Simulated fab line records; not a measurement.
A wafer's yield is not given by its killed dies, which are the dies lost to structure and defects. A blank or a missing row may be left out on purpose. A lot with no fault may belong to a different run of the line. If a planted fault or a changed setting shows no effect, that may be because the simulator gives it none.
Lot-split experiment || flow n5 finfet || on a route of 1938 steps: 7 lots, 21 wafers read

## ABOUT THE SPLIT
At N5_BEOL_M6_TRENCH_ETCH_37 (etches SiCOH lowk in C4F6/O2, target depth 94.435 nm, time 31.5 s), the setting bias w was moved away from the recipe's 185 W on 6 of the 21 wafers read, by -13.0% to +15.7%. The other wafers ran this setting at the recipe's value.

The reading is taken at the split's own step.

## THE READING
rf vpp V, in V, at N5_BEOL_M6_TRENCH_ETCH_37 (etches SiCOH lowk in C4F6/O2, target depth 94.435 nm, time 31.5 s). On this fab line, fault-free wafers typically give 665 V with a standard deviation of 4.9 V.

{"wafer": "L077.1", "tool, chamber at the split": "rie diel-05, 2", "bias w as run, W": 185, "against the recipe": "recipe", "rf vpp V, V": 666, "against lot-mates on the recipe": "-"}
{"wafer": "L077.2", "tool, chamber at the split": "rie diel-05, 0", "bias w as run, W": 185, "against the recipe": "recipe", "rf vpp V, V": 656, "against lot-mates on the recipe": "-"}
{"wafer": "L077.4", "tool, chamber at the split": "rie diel-05, 1", "bias w as run, W": 185, "against the recipe": "recipe", "rf vpp V, V": 672, "against lot-mates on the recipe": "-"}
{"wafer": "L079.2", "tool, chamber at the split": "rie diel-05, 3", "bias w as run, W": 185, "against the recipe": "recipe", "rf vpp V, V": 663, "against lot-mates on the recipe": "-"}
{"wafer": "L079.4", "tool, chamber at the split": "rie diel-05, 1", "bias w as run, W": 185, "against the recipe": "recipe", "rf vpp V, V": 671, "against lot-mates on the recipe": "-"}
{"wafer": "L079.6", "tool, chamber at the split": "rie diel-05, 1", "bias w as run, W": 185, "against the recipe": "recipe", "rf vpp V, V": 671, "against lot-mates on the recipe": "-"}
{"wafer": "L081.2", "tool, chamber at the split": "rie diel-01, 2", "bias w as run, W": 161, "against the recipe": "-13.0%", "rf vpp V, V": 589, "against lot-mates on the recipe": -70}
{"wafer": "L081.4", "tool, chamber at the split": "rie diel-01, 0", "bias w as run, W": 161, "against the recipe": "-13.0%", "rf vpp V, V": 596, "against lot-mates on the recipe": -63}
{"wafer": "L081.5", "tool, chamber at the split": "rie diel-01, 2", "bias w as run, W": 185, "against the recipe": "recipe", "rf vpp V, V": 659, "against lot-mates on the recipe": "-"}
{"wafer": "L083.2", "tool, chamber at the split": "rie diel-01, 3", "bias w as run, W": 185, "against the recipe": "recipe", "rf vpp V, V": 669, "against lot-mates on the recipe": "-"}
{"wafer": "L083.5", "tool, chamber at the split": "rie diel-01, 2", "bias w as run, W": 185, "against the recipe": "recipe", "rf vpp V, V": 658, "against lot-mates on the recipe": "-"}
{"wafer": "L083.6", "tool, chamber at the split": "rie diel-01, 3", "bias w as run, W": 185, "against the recipe": "recipe", "rf vpp V, V": 671, "against lot-mates on the recipe": "-"}
{"wafer": "L090.1", "tool, chamber at the split": "rie diel-02, 0", "bias w as run, W": 162.6, "against the recipe": "-12.1%", "rf vpp V, V": 600, "against lot-mates on the recipe": -59}
{"wafer": "L090.3", "tool, chamber at the split": "rie diel-02, 2", "bias w as run, W": 185, "against the recipe": "recipe", "rf vpp V, V": 659, "against lot-mates on the recipe": "-"}
{"wafer": "L090.4", "tool, chamber at the split": "rie diel-02, 3", "bias w as run, W": 162.6, "against the recipe": "-12.1%", "rf vpp V, V": 600, "against lot-mates on the recipe": -59}
{"wafer": "L091.2", "tool, chamber at the split": "rie diel-05, 3", "bias w as run, W": 185, "against the recipe": "recipe", "rf vpp V, V": 663, "against lot-mates on the recipe": "-"}
{"wafer": "L091.4", "tool, chamber at the split": "rie diel-05, 2", "bias w as run, W": 185, "against the recipe": "recipe", "rf vpp V, V": 666, "against lot-mates on the recipe": "-"}
{"wafer": "L091.6", "tool, chamber at the split": "rie diel-05, 3", "bias w as run, W": 175.9, "against the recipe": "-4.9%", "rf vpp V, V": 637, "against lot-mates on the recipe": -28}
{"wafer": "L092.1", "tool, chamber at the split": "rie diel-01, 3", "bias w as run, W": 185, "against the recipe": "recipe", "rf vpp V, V": 669, "against lot-mates on the recipe": "-"}
{"wafer": "L092.5", "tool, chamber at the split": "rie diel-01, 2", "bias w as run, W": 185, "against the recipe": "recipe", "rf vpp V, V": 659, "against lot-mates on the recipe": "-"}
{"wafer": "L092.6", "tool, chamber at the split": "rie diel-01, 1", "bias w as run, W": 214, "against the recipe": "+15.7%", "rf vpp V, V": 750, "against lot-mates on the recipe": "+86"}

THE FIT
A straight line over all 21 wafers: rf vpp V changes by +5.46 V for each +1% of bias w; r = +0.99; the points scatter about the line by 5 V.
The same after taking each lot's own level away (the mean of its wafers on the recipe; 21 wafers): +5.18 V for each +1%; r = +0.99; scatter 4.6 V.
The reading moves by 81 V for the largest change in bias w, on that fit.
Across the lots, their own levels run from 659.0 to 668.3 V, a range of 1.9 times the standard deviation given above.
Consequently the slope shifts little with the lot-to-lot level, the two slopes agreeing.
Check: +78.6 V against its lot-mates is what the line predicts for one of the wafers moved furthest among these (+15.7%) when that wafer is left out of the fit. Against them it came out at +86 V.
Tool readings at the split's step, against how far the setting was moved: rf vpp V r = +0.99.

## OTHER SPLITS APPLIED TO THESE WAFERS
Other splits were also applied to these wafers ahead of the reading. Each is held against what the fit with the lots' levels taken away leaves over:
{"other split on the same wafers": "N5_BEOL_M5_COAT_71 spin rpm", "wafers away from the commonest value": 10, "r with rf vpp V (lot level and that fit taken away)": "+0.31"}
{"other split on the same wafers": "N5_BEOL_M6_EXPOSE_25 dose mj", "wafers away from the commonest value": 7, "r with rf vpp V (lot level and that fit taken away)": -0.04}
{"other split on the same wafers": "N5_BEOL_M6_DESCUM_33 time s", "wafers away from the commonest value": 10, "r with rf vpp V (lot level and that fit taken away)": -0.26}
{"other split on the same wafers": "N5_BEOL_M6_ETCH_66 bias w", "wafers away from the commonest value": 10, "r with rf vpp V (lot level and that fit taken away)": "+0.10"}

## FILE'S OWN FIT
rf vpp V changes by +5.22 V for each +1% of bias w, r = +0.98.
